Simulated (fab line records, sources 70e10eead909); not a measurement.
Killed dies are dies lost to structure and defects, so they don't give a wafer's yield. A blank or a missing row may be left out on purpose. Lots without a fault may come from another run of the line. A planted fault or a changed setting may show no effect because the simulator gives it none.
Which tool did it? | flow nand_harc | 24 lots, 72 wafers sampled, at 6 steps of a route of 1159

WHAT THE GAUGES READ, wafer by wafer
NHARC_A_BLC_INSPECT_28.
lot  | measured     | on                | raw_defect_count
L074 | day 17 15:55 | defect_inspect-02 | 413 541 413
L077 | day 18 01:47 | defect_inspect-01 | 413 274 329
L075 | day 18 03:52 | defect_inspect-01 | 551 788 785
L078 | day 18 22:14 | defect_inspect-01 | 554 353 487
L076 | day 18 22:37 | defect_inspect-02 | 607 369 252
L079 | day 18 22:40 | defect_inspect-01 | 453 637 343
L080 | day 19 05:33 | defect_inspect-02 | 384 303 402
L081 | day 19 05:35 | defect_inspect-02 | 814 409 651
L083 | day 19 18:22 | defect_inspect-01 | 399 617 601
L082 | day 19 20:31 | defect_inspect-01 | 343 384 401
L085 | day 20 07:36 | defect_inspect-02 | 341 453 308
L084 | day 20 08:47 | defect_inspect-02 | 320 439 356
L088 | day 20 12:02 | defect_inspect-02 | 260 276 325
L086 | day 20 17:19 | defect_inspect-02 | 370 410 465
L087 | day 20 20:30 | defect_inspect-02 | 377 365 395
L090 | day 21 03:04 | defect_inspect-01 | 422 361 497
L089 | day 21 03:31 | defect_inspect-02 | 353 288 349
L091 | day 21 19:02 | defect_inspect-01 | 496 531 269
L092 | day 21 23:46 | defect_inspect-01 | 442 421 374
L093 | day 22 00:12 | defect_inspect-01 | 340 443 585
L097 | day 22 13:44 | defect_inspect-01 | 274 423 391
L095 | day 22 18:35 | defect_inspect-01 | 334 353 339
L094 | day 22 19:04 | defect_inspect-01 | 525 464 538
L096 | day 22 21:43 | defect_inspect-01 | 468 417 447

NHARC_A_M0_OVL_MEAS_10: pitch 160 nm.
lot  | measured     | on         | overlay_x_nm (nm) | overlay_y_nm (nm)
L074 | day 17 16:46 | overlay-02 | -0.6 -0.9 -0.5    | -0.6 -0.6 -1.0
L077 | day 18 02:39 | overlay-02 | -0.3 0.0 -0.6     | 1.0 1.1 0.6
L075 | day 18 04:51 | overlay-02 | 0.2 0.1 -0.1      | 1.0 0.9 0.5
L078 | day 18 23:14 | overlay-02 | -2.5 -2.5 -2.2    | -1.3 -0.7 -0.8
L076 | day 18 23:44 | overlay-01 | 0.6 0.8 0.7       | 1.1 0.4 -0.3
L079 | day 18 23:46 | overlay-01 | -0.6 -0.2 -0.8    | -0.8 -0.7 -0.3
L080 | day 19 06:32 | overlay-02 | -0.5 0.1 0.3      | -0.4 -0.8 -0.2
L081 | day 19 06:44 | overlay-02 | -1.0 -0.7 -1.3    | 0.0 0.1 -0.2
L083 | day 19 19:13 | overlay-01 | 0.3 0.4 -0.1      | 0.4 0.0 0.6
L082 | day 19 21:30 | overlay-02 | 0.1 -0.1 -1.0     | -1.3 -0.7 -0.4
L085 | day 20 08:35 | overlay-01 | -0.5 -0.6 -0.1    | 0.7 0.6 0.8
L084 | day 20 09:47 | overlay-01 | 0.0 -0.2 -0.2     | 0.5 0.5 0.8
L088 | day 20 13:02 | overlay-02 | 0.2 0.4 0.6       | 0.5 0.2 0.6
L086 | day 20 18:53 | overlay-02 | 0.6 0.9 0.6       | 0.7 0.6 0.3
L087 | day 20 22:06 | overlay-02 | 0.5 0.8 1.0       | 0.0 -0.7 -0.5
L090 | day 21 03:56 | overlay-01 | 0.8 0.6 0.6       | 0.2 0.5 0.2
L089 | day 21 04:30 | overlay-02 | -0.7 -0.5 -1.3    | 0.7 0.8 0.7
L091 | day 21 20:04 | overlay-02 | 0.6 -0.1 -0.5     | -0.9 -1.0 -1.1
L092 | day 22 00:45 | overlay-02 | -1.2 -1.4 -0.7    | -1.0 -0.8 -0.6
L093 | day 22 01:11 | overlay-01 | -0.9 -1.2 -1.3    | -0.4 -0.9 -0.3
L097 | day 22 14:43 | overlay-02 | 1.6 1.2 0.6       | 0.3 0.1 -0.2
L095 | day 22 19:34 | overlay-01 | 0.4 0.6 0.8       | 1.7 1.6 1.9
L094 | day 22 20:02 | overlay-01 | -0.8 -0.5 -1.1    | 0.0 -0.5 -0.7
L096 | day 22 22:43 | overlay-01 | 0.3 0.3 0.6       | -0.8 -0.4 -0.5

NHARC_A_M1_OVL_MEAS_10: pitch 240 nm.
lot  | measured     | on         | overlay_x_nm (nm) | overlay_y_nm (nm)
L074 | day 17 21:09 | overlay-02 | -0.8 -1.4 -0.7    | 0.4 0.4 0.5
L077 | day 18 06:52 | overlay-02 | 1.7 2.1 1.5       | 0.2 0.8 0.2
L075 | day 18 08:59 | overlay-02 | 0.6 0.7 1.0       | 1.1 0.4 0.4
L078 | day 19 03:26 | overlay-01 | 0.7 0.5 0.1       | -0.8 -1.0 -1.1
L076 | day 19 03:59 | overlay-02 | -0.9 -1.4 -0.9    | -0.3 -0.2 -0.3
L079 | day 19 04:08 | overlay-01 | -0.2 -0.2 0.0     | 0.4 0.4 0.7
L080 | day 19 10:29 | overlay-01 | -0.7 -0.4 -0.4    | -0.8 -0.5 -0.3
L081 | day 19 10:55 | overlay-01 | -0.2 0.0 0.9      | 0.9 0.6 0.6
L083 | day 19 23:32 | overlay-02 | 0.2 -0.3 -0.2     | 0.2 0.8 0.6
L082 | day 20 01:55 | overlay-01 | 1.3 0.8 1.1       | -1.4 -1.0 -0.7
L085 | day 20 12:32 | overlay-01 | -1.3 -0.6 -0.7    | -0.1 0.2 0.4
L084 | day 20 14:11 | overlay-01 | 0.5 -0.2 -0.2     | 0.6 0.5 0.7
L088 | day 20 17:07 | overlay-02 | 1.3 1.0 0.9       | 0.8 0.4 0.5
L086 | day 20 22:55 | overlay-02 | 0.2 -0.1 0.2      | -0.9 -0.6 -0.5
L087 | day 21 02:12 | overlay-02 | 0.1 0.1 -0.2      | 0.0 0.2 -0.2
L090 | day 21 08:47 | overlay-01 | -0.3 0.0 0.2      | 0.2 0.6 0.0
L089 | day 21 09:41 | overlay-01 | 0.7 0.2 0.4       | -0.5 0.0 -0.5
L091 | day 22 00:03 | overlay-02 | -1.2 -1.4 -0.9    | 1.2 1.1 1.4
L092 | day 22 04:52 | overlay-02 | 0.4 0.5 0.5       | 0.3 0.2 0.2
L093 | day 22 05:25 | overlay-02 | -0.6 -0.4 -0.5    | -0.3 -0.2 -0.5
L097 | day 22 18:49 | overlay-01 | -1.3 -1.2 -0.7    | -0.6 -0.5 -0.7
L095 | day 22 23:49 | overlay-01 | -1.7 -1.7 -1.8    | -0.2 -0.6 -0.8
L094 | day 23 00:32 | overlay-02 | -0.3 0.0 0.2      | -0.2 -0.6 -0.5
L096 | day 23 02:47 | overlay-02 | 1.2 1.4 0.5       | 0.7 0.8 0.4

WHICH TOOL RAN EACH LOT (tool, then ch and the chambers of the sampled wafers, then the start)
lot  | NHARC_A_BLC_STRIP_21               | NHARC_A_BLC_CMP_25            | NHARC_A_M0_CMP_23
L074 | rie_diel-13 ch 0,1,2, day 17 04:33 | cmp-02 ch 0,1,3, day 17 15:31 | cmp-01 ch 2,3, day 17 19:01
L077 | rie_diel-13 ch 0,1,3, day 17 23:47 | cmp-01 ch 0,2,3, day 18 01:21 | cmp-04 ch 0,1, day 18 04:46
L075 | rie_diel-13 ch 1,2,3, day 18 02:05 | cmp-03 ch 0,2,3, day 18 03:30 | cmp-04 ch 1,2, day 18 06:57
L078 | rie_diel-11 ch 0,2,3, day 18 18:40 | cmp-03 ch 1,2,3, day 18 21:52 | cmp-01 ch 1,2, day 19 01:28
L076 | rie_diel-11 ch 0,1,2, day 18 19:00 | cmp-03 ch 2,3, day 18 22:14   | cmp-02 ch 2,3, day 19 02:03
L079 | rie_diel-11 ch 1,2, day 18 19:37   | cmp-02 ch 0,3, day 18 22:16   | cmp-04 ch 0,1,3, day 19 02:13
L080 | rie_diel-11 ch 0,1, day 19 00:34   | cmp-01 ch 0,3, day 19 05:11   | cmp-02 ch 2,3, day 19 08:41
L081 | rie_diel-11 ch 0,1,2, day 19 01:16 | cmp-03 ch 0,3, day 19 05:11   | cmp-04 ch 2,3, day 19 08:59
L083 | rie_diel-13 ch 0,1, day 19 16:24   | cmp-03 ch 1,2,3, day 19 17:56 | cmp-02 ch 0,2,3, day 19 21:22
L082 | rie_diel-13 ch 0,2, day 19 18:43   | cmp-02 ch 0,2, day 19 20:08   | cmp-01 ch 1,3, day 19 23:57
L085 | rie_diel-11 ch 0,2,3, day 20 03:23 | cmp-01 ch 0,1,3, day 20 07:14 | cmp-02 ch 0,1,2, day 20 10:46
L084 | rie_diel-02 ch 0,1,2, day 20 04:05 | cmp-02 ch 0,1, day 20 08:23   | cmp-02 ch 1,2, day 20 11:56
L088 | rie_diel-11 ch 1,3, day 20 10:14   | cmp-02 ch 0,2, day 20 11:40   | cmp-02 ch 0,1,2, day 20 15:09
L086 | rie_diel-13 ch 1,2,3, day 20 13:13 | cmp-03 ch 0,1,3, day 20 16:54 | cmp-02 ch 0,1,2, day 20 20:59
L087 | rie_diel-13 ch 0,1,2, day 20 18:41 | cmp-02 ch 0,1,2, day 20 20:07 | cmp-02 ch 0,3, day 21 00:11
L090 | rie_diel-11 ch 0,3, day 20 19:55   | cmp-01 ch 1,2,3, day 21 02:42 | cmp-04 ch 0,3, day 21 06:08
L089 | rie_diel-11 ch 1,2,3, day 20 20:40 | cmp-02 ch 0,1,3, day 21 03:10 | cmp-01 ch 0,1,2, day 21 06:41
L091 | rie_diel-11 ch 1,3, day 21 15:21   | cmp-03 ch 0,1, day 21 18:38   | cmp-04 ch 0,1,2, day 21 22:15
L092 | rie_diel-13 ch 0,2,3, day 21 15:56 | cmp-01 ch 2,3, day 21 23:22   | cmp-01 ch 0,1,3, day 22 02:53
L093 | rie_diel-13 ch 0,1,3, day 21 17:43 | cmp-02 ch 0,1,3, day 21 23:49 | cmp-02 ch 0,1,2, day 22 03:25
L097 | rie_diel-11 ch 0,1, day 22 11:56   | cmp-03 ch 1,3, day 22 13:21   | cmp-04 ch 2,3, day 22 16:51
L095 | rie_diel-11 ch 0,2,3, day 22 16:34 | cmp-03 ch 2,3, day 22 18:11   | cmp-02 ch 2,3, day 22 21:50
L094 | rie_diel-11 ch 0,1, day 22 17:15   | cmp-03 ch 0,3, day 22 18:39   | cmp-04 ch 0,1,2, day 22 22:22
L096 | rie_diel-11 ch 0,1,3, day 22 19:55 | cmp-02 ch 0,2,3, day 22 21:19 | cmp-01 ch 1,2,3, day 23 00:50
- NHARC_A_BLC_STRIP_21: strips in O2.
- NHARC_A_BLC_CMP_25: polishes, t overpolish 30 s, target thk 150 nm.
- NHARC_A_M0_CMP_23: polishes, t overpolish 20 s, target thk 113.75 nm.

WHAT THE TOOLS THEMSELVES READ (means of the sampled wafers that have a number; where no wafer has one, the mark that the record gives instead)
NHARC_A_BLC_STRIP_21.
lot  | tool        | chamber_pressure_mTorr (mTorr) | drypump_motor_current_A (A) | oes_product_au (a.u.) | rf_vpp_V (V) | showerhead_plenum_p_Torr (Torr) | throttle_valve_pct (%)
L074 | rie_diel-13 | 60.02                          | 5.8                         | 1.001                 | 58.1         | 3.74                            | 17.042
L077 | rie_diel-13 | 59.97                          | 5.4                         | 1.004                 | 58.3         | 3.64                            | 17.026
L075 | rie_diel-13 | 60.05                          | 5.7                         | 1.002                 | 57.7         | 3.63                            | 17.034
L078 | rie_diel-11 | 59.98                          | 6.0                         | 1.003                 | 58.1         | 3.50                            | 17.033
L076 | rie_diel-11 | 59.97                          | 5.9                         | 1.002                 | 57.7         | 3.56                            | 17.050
L079 | rie_diel-11 | 59.99                          | 5.5                         | 0.990                 | 58.0         | 3.50                            | 17.036
L080 | rie_diel-11 | 60.02                          | 6.1                         | 1.000                 | 57.8         | 3.65                            | 17.034
L081 | rie_diel-11 | 60.00                          | 5.9                         | 0.998                 | 58.1         | 3.56                            | 17.038
L083 | rie_diel-13 | 60.03                          | 5.5                         | 0.996                 | 58.0         | 3.74                            | 17.036
L082 | rie_diel-13 | 60.05                          | 5.8                         | 0.987                 | 58.5         | 3.73                            | 17.036
L085 | rie_diel-11 | 59.99                          | 6.0                         | 1.010                 | 58.3         | 3.50                            | 17.033
L084 | rie_diel-02 | 60.01                          | 5.7                         | 0.993                 | 57.6         | 3.63                            | 17.043
L088 | rie_diel-11 | 60.03                          | 6.2                         | 1.004                 | 58.5         | 3.57                            | 17.044
L086 | rie_diel-13 | 60.03                          | 5.7                         | 1.001                 | 57.7         | 3.63                            | 17.037
L087 | rie_diel-13 | 59.99                          | 5.8                         | 1.001                 | 58.3         | 3.73                            | 17.034
L090 | rie_diel-11 | 59.96                          | 6.5                         | 0.999                 | 58.1         | 3.56                            | 17.031
L089 | rie_diel-11 | 60.02                          | 5.8                         | 1.011                 | 57.6         | 3.53                            | 17.049
L091 | rie_diel-11 | 59.94                          | 6.0                         | 1.009                 | 57.6         | 3.62                            | 17.030
L092 | rie_diel-13 | 59.97                          | 5.7                         | 1.007                 | 58.1         | 3.62                            | 17.033
L093 | rie_diel-13 | 60.02                          | 5.3                         | 1.003                 | 58.1         | 3.63                            | 17.031
L097 | rie_diel-11 | 60.01                          | 6.1                         | 1.001                 | 58.1         | 3.64                            | 17.043
L095 | rie_diel-11 | 59.97                          | 6.0                         | 1.005                 | 57.4         | 3.49                            | 17.035
L094 | rie_diel-11 | 60.00                          | 6.4                         | 1.002                 | 58.1         | 3.61                            | 17.038
L096 | rie_diel-11 | 59.98                          | 6.3                         | 1.008                 | 58.2         | 3.59                            | 17.029

NHARC_A_BLC_CMP_25.
lot  | tool   | motor_current_A (A) | overpolish_run_s (s) | retaining_ring_pressure_frac | slurry_filter_dp_kPa (kPa) | time_to_endpoint_s (s)
L074 | cmp-02 | 12.5                | 30.004               | 0.996                        | 13.48                      | 27.0
L077 | cmp-01 | 11.1                | 29.996               | 1.003                        | 13.59                      | 30.1
L075 | cmp-03 | 11.9                | 29.994               | 0.997                        | 13.59                      | 28.8
L078 | cmp-03 | 12.1                | 29.997               | 1.000                        | 13.62                      | 30.9
L076 | cmp-03 | 11.4                | 29.996               | 0.998                        | 13.48                      | 28.7
L079 | cmp-02 | 12.8                | 30.007               | 0.998                        | 13.45                      | 28.8
L080 | cmp-01 | 12.0                | 29.992               | 0.995                        | 13.46                      | 31.2
L081 | cmp-03 | 12.1                | 30.001               | 1.002                        | 13.52                      | 31.7
L083 | cmp-03 | 12.4                | 30.007               | 1.001                        | 13.55                      | 32.9
L082 | cmp-02 | 11.8                | 30.000               | 1.000                        | 13.51                      | 29.3
L085 | cmp-01 | 11.6                | 30.004               | 1.001                        | 13.47                      | 29.6
L084 | cmp-02 | 12.1                | 30.003               | 0.998                        | 13.48                      | 32.5
L088 | cmp-02 | 11.8                | 30.003               | 1.004                        | 13.43                      | 30.6
L086 | cmp-03 | 13.2                | 29.998               | 1.000                        | 13.48                      | 31.2
L087 | cmp-02 | 12.1                | 29.991               | 1.001                        | 13.54                      | 31.0
L090 | cmp-01 | 10.7                | 30.006               | 0.995                        | 13.58                      | 31.3
L089 | cmp-02 | 13.1                | 30.001               | 1.001                        | 13.38                      | 31.0
L091 | cmp-03 | 13.0                | 29.999               | 0.998                        | 13.47                      | 30.5
L092 | cmp-01 | 10.5                | 30.004               | 0.994                        | 13.55                      | 30.6
L093 | cmp-02 | 12.6                | 29.997               | 1.000                        | 13.49                      | 31.1
L097 | cmp-03 | 12.8                | 30.003               | 0.998                        | 13.41                      | 30.8
L095 | cmp-03 | 11.4                | 29.989               | 1.000                        | 13.56                      | 30.5
L094 | cmp-03 | 12.4                | 30.002               | 0.999                        | 13.56                      | 29.6
L096 | cmp-02 | 12.5                | 29.996               | 1.000                        | 13.46                      | 35.1

NHARC_A_M0_CMP_23.
lot  | tool   | motor_current_A (A) | retaining_ring_pressure_frac | slurry_filter_dp_kPa (kPa) | time_to_endpoint_s (s)
L074 | cmp-01 | 10.8                | 1.000                        | 13.46                      | 29.5
L077 | cmp-04 | 14.0                | 0.998                        | 13.50                      | 30.8
L075 | cmp-04 | 14.2                | 0.996                        | 13.53                      | 32.2
L078 | cmp-01 | 10.5                | 1.004                        | 13.59                      | 30.9
L076 | cmp-02 | 12.5                | 1.001                        | 13.47                      | 25.2
L079 | cmp-04 | 12.5                | 1.002                        | 13.58                      | 30.3
L080 | cmp-02 | 12.3                | 1.001                        | 13.65                      | 27.1
L081 | cmp-04 | 12.0                | 0.993                        | 13.51                      | 29.6
L083 | cmp-02 | 12.9                | 1.000                        | 13.50                      | 26.3
L082 | cmp-01 | 10.8                | 0.996                        | 13.46                      | 27.3
L085 | cmp-02 | 12.1                | 1.001                        | 13.51                      | 28.1
L084 | cmp-02 | 12.5                | 1.004                        | 13.61                      | 29.2
L088 | cmp-02 | 12.6                | 0.998                        | 13.54                      | 29.4
L086 | cmp-02 | 12.4                | 1.001                        | 13.57                      | 29.9
L087 | cmp-02 | 12.2                | 0.998                        | 13.41                      | 30.0
L090 | cmp-04 | 11.6                | 0.997                        | 13.37                      | 29.9
L089 | cmp-01 | 11.1                | 0.996                        | 13.52                      | 28.5
L091 | cmp-04 | 12.9                | 1.000                        | 13.57                      | 29.8
L092 | cmp-01 | 11.5                | 0.998                        | 13.54                      | 31.7
L093 | cmp-02 | 12.0                | 1.001                        | 13.38                      | 31.6
L097 | cmp-04 | 11.9                | 1.000                        | 13.56                      | 26.4
L095 | cmp-02 | 12.6                | 1.002                        | 13.62                      | 32.8
L094 | cmp-04 | 13.0                | 0.999                        | 13.43                      | 28.2
L096 | cmp-01 | 10.7                | 1.000                        | 13.53                      | 28.6

THE ANSWER, worked out from the rows above alone
Rule: what is usual is taken from the lots themselves. Put in order of their means at a reading, lots are off if they are a third of the lots or fewer, leave a main group of 4 or more, and stand apart from it by a gap of 3 or more times the standard deviation of the main group's means; of several such gaps the widest counts. A main group whose means are all the same, to the digits that the tables above print for the reading, isn't used. A lot without any number at a reading at which 4 lots or more have one is off too. The other lots that the step has rows for count as sound. The gauges are gone through in route order, then the tools' own readings, and for those a lot's mean is taken as printed above. The first step at which some lot is off is used, and at that step the reading that is off furthest; a lot without a number counts as furthest.
No lot is off at any reading shown: from this, nothing can be told.

WHAT THE SIMULATOR HAD PUT IN
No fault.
